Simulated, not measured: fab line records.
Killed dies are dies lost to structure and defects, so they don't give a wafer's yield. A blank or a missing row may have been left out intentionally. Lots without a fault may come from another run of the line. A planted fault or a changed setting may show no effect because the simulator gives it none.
Chamber matching + flow n5_finfet + N5_SDB_CMP_30 on cmp-01 has 4 sister chambers
The step polishes, stops on poly-Si, t overpolish 1.54 s, target thk 30 nm. 8 wafers are shown with their chamber, then 8 later ones without.

== EACH WAFER AND ITS CHAMBER ==
| wafer  | chamber | motor_current_A (A) | time_to_endpoint_s (s) |
|--------|---------|---------------------|------------------------|
| L079.3 | 3       | 14.6                | 19.9                   |
| L079.6 | 0       | 9.8                 | 16.9                   |
| L086.4 | 1       | 10.8                | 18.7                   |
| L086.5 | 2       | 12.4                | 18.8                   |
| L089.3 | 1       | 11.0                | 13.1                   |
| L089.4 | 0       | 10.0                | 10.3                   |
| L089.6 | 3       | 13.9                | 13.1                   |
| L092.2 | 2       | 12.3                | 16.7                   |

== WAFERS WITHOUT THEIR CHAMBER ==
| wafer  | motor_current_A (A) | time_to_endpoint_s (s) |
|--------|---------------------|------------------------|
| L092.4 | 9.9                 | 11.5                   |
| L092.6 | 10.4                | 10.2                   |
| L093.1 | 11.1                | 15.5                   |
| L093.2 | 12.2                | 16.1                   |
| L093.5 | 10.9                | 17.5                   |
| L097.2 | 10.0                | 11.4                   |
| L097.4 | 10.6                | 14.6                   |
| L097.6 | 10.3                | 14.0                   |

== WHICH CHAMBER EACH ONE RAN IN ==
| wafer  | from the rows above     | in truth |
|--------|-------------------------|----------|
| L092.4 | 0                       | 0        |
| L092.6 | can't be placed: 0 or 1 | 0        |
| L093.1 | 1                       | 1        |
| L093.2 | 2                       | 2        |
| L093.5 | 1                       | 1        |
| L097.2 | 0                       | 0        |
| L097.4 | can't be placed: 1 or 0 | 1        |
| L097.6 | can't be placed: 0 or 1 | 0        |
Correct placement for 5 of the 8. These rows do not allow placing 3 (true chamber among the candidates in 3). Number placed wrongly: 0.
How it was worked out, from the rows above alone: a wafer's distance from a chamber is the root of the sum, over the readings, of the square of ((its reading less the chamber's mean) divided by the reading's scatter). The wafer belongs to the nearest chamber; if the next one is less than 2 further off, it can't be placed. For every chamber, the mean is computed from those of its wafers that are shown. The scatter is the square root of a quotient: the sum, over the shown wafers, of each reading's squared deviation from its chamber's mean, divided by wafers minus chambers.
